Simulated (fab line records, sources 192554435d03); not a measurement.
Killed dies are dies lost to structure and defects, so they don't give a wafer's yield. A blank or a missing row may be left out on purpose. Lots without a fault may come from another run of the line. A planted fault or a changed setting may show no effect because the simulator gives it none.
Chamber matching | flow n5_finfet | N5_BEOL_M2_ETCH_77 on rie_diel-01: 4 sister chambers
The step etches underlayer in N2/H2, target depth 6.5 nm, time 5.2 s. 4 wafers are shown with their chamber, then 12 later ones without.

WAFERS WITH THEIR CHAMBER
wafer  | chamber | drypump_motor_current_A (A)
L085.3 | 3       | 5.8
L086.5 | 1       | 4.9
L089.1 | 0       | 5.3
L089.6 | 2       | 5.5

WAFERS WITHOUT THEIR CHAMBER
wafer  | drypump_motor_current_A (A)
L091.1 | 5.4
L091.5 | 5.8
L091.6 | 5.4
L092.1 | 5.5
L092.2 | 5.7
L092.3 | 5.4
L094.2 | 4.9
L094.4 | 5.4
L094.6 | 5.5
L095.1 | 5.3
L095.4 | 4.8
L095.6 | 5.5

WHICH CHAMBER EACH WENT THROUGH
wafer  | from the rows above     | in truth
L091.1 | can't be placed: 2 or 0 | 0
L091.5 | 3                       | 3
L091.6 | can't be placed: 2 or 0 | 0
L092.1 | 2                       | 2
L092.2 | can't be placed: 3 or 2 | 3
L092.3 | can't be placed: 2 or 0 | 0
L094.2 | 1                       | 1
L094.4 | can't be placed: 2 or 0 | 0
L094.6 | 2                       | 2
L095.1 | 0                       | 0
L095.4 | 1                       | 1
L095.6 | 2                       | 2
Placed correctly: 7 of 12. Can't be placed from these rows: 5 (the true chamber is among the candidates in 5). Placed wrongly: 0.
How it was worked out, from the rows above alone: a wafer's distance from a chamber is the root of the sum, over the readings, of the square of ((its reading less the chamber's mean) divided by the reading's scatter). The wafer belongs to the nearest chamber; if the next one is less than 2 further off, it can't be placed. A chamber's mean is the mean of its shown wafers. The scatter: with one shown wafer a chamber, the root of the mean of the squares of how far each hidden wafer lies from its nearest shown one.
